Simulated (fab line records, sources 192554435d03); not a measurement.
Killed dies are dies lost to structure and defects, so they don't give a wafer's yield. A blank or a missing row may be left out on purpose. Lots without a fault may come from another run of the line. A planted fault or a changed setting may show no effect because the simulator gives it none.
Chamber matching | flow n5_finfet | N5_GATE_CUT_SAC_CAP_01 on ald_sin-04: 4 sister chambers
The step material SiNx, target thk 24 nm, pulse time 1 s, ald cycles 480. 24 wafers are shown with their chamber, then 12 later ones without.

WAFERS WITH THEIR CHAMBER
wafer  | chamber | heater_power_w (W) | precursor_pulse_height_rel
L074.1 | 3       | 864                | 0.985
L074.3 | 1       | 784                | 1.006
L074.6 | 3       | 856                | 1.024
L075.2 | 1       | 799                | 1.010
L075.4 | 2       | 988                | 1.018
L075.6 | 3       | 901                | 1.023
L076.1 | 2       | 983                | 0.973
L076.4 | 1       | 797                | 0.955
L076.5 | 1       | 789                | 0.972
L077.1 | 1       | 808                | 1.002
L077.4 | 3       | 892                | 0.982
L077.5 | 3       | 899                | 0.968
L078.1 | 0       | 750                | 0.991
L078.3 | 1       | 783                | 1.015
L078.4 | 2       | 984                | 0.965
L079.1 | 0       | 764                | 0.997
L079.4 | 1       | 772                | 1.010
L079.6 | 1       | 783                | 0.996
L083.2 | 3       | 901                | 1.001
L083.4 | 2       | 997                | 0.971
L083.6 | 1       | 778                | 0.979
L085.2 | 1       | 788                | 0.992
L085.3 | 0       | 749                | 1.027
L085.4 | 2       | 979                | 0.983

SIGNATURES (means of the wafers above)
reading                    | chamber 0 | chamber 1 | chamber 2 | chamber 3 | scatter within a chamber
heater_power_w             | 754.33    | 788.10    | 986.20    | 885.50    | 13
precursor_pulse_height_rel | 1.00500   | 0.99370   | 0.98200   | 0.99717   | 0.0207
Rule: a wafer's distance from a chamber is the root of the sum, over the readings, of the square of ((its reading less the chamber's mean) divided by the reading's scatter). The wafer belongs to the nearest chamber; if the next one is less than 2 further off, it can't be placed. The scatter: the root of (the sum of the squares of (reading less its chamber's mean) over the shown wafers, divided by (wafers less chambers)).

WAFERS WITHOUT THEIR CHAMBER
wafer  | heater_power_w (W) | precursor_pulse_height_rel
L086.1 | 751                | 0.984
L086.5 | 751                | 0.990
L086.6 | 975                | 0.967
L088.1 | 987                | 0.999
L088.3 | 743                | 1.015
L088.6 | 744                | 0.970
L090.3 | 1000               | 0.979
L090.4 | 762                | 1.003
L090.5 | 751                | 1.022
L091.1 | 806                | 0.984
L091.2 | 902                | 0.966
L091.6 | 801                | 1.000

WHICH CHAMBER EACH WENT THROUGH
wafer  | from the rows above     | in truth
L086.1 | can't be placed: 0 or 1 | 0
L086.5 | 0                       | 0
L086.6 | 2                       | 2
L088.1 | 2                       | 2
L088.3 | 0                       | 0
L088.6 | can't be placed: 0 or 1 | 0
L090.3 | 2                       | 2
L090.4 | can't be placed: 0 or 1 | 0
L090.5 | 0                       | 0
L091.1 | 1                       | 1
L091.2 | 3                       | 3
L091.6 | 1                       | 1
Placed correctly: 9 of 12. Can't be placed from these rows: 3 (the true chamber is among the candidates in 3). Placed wrongly: 0.
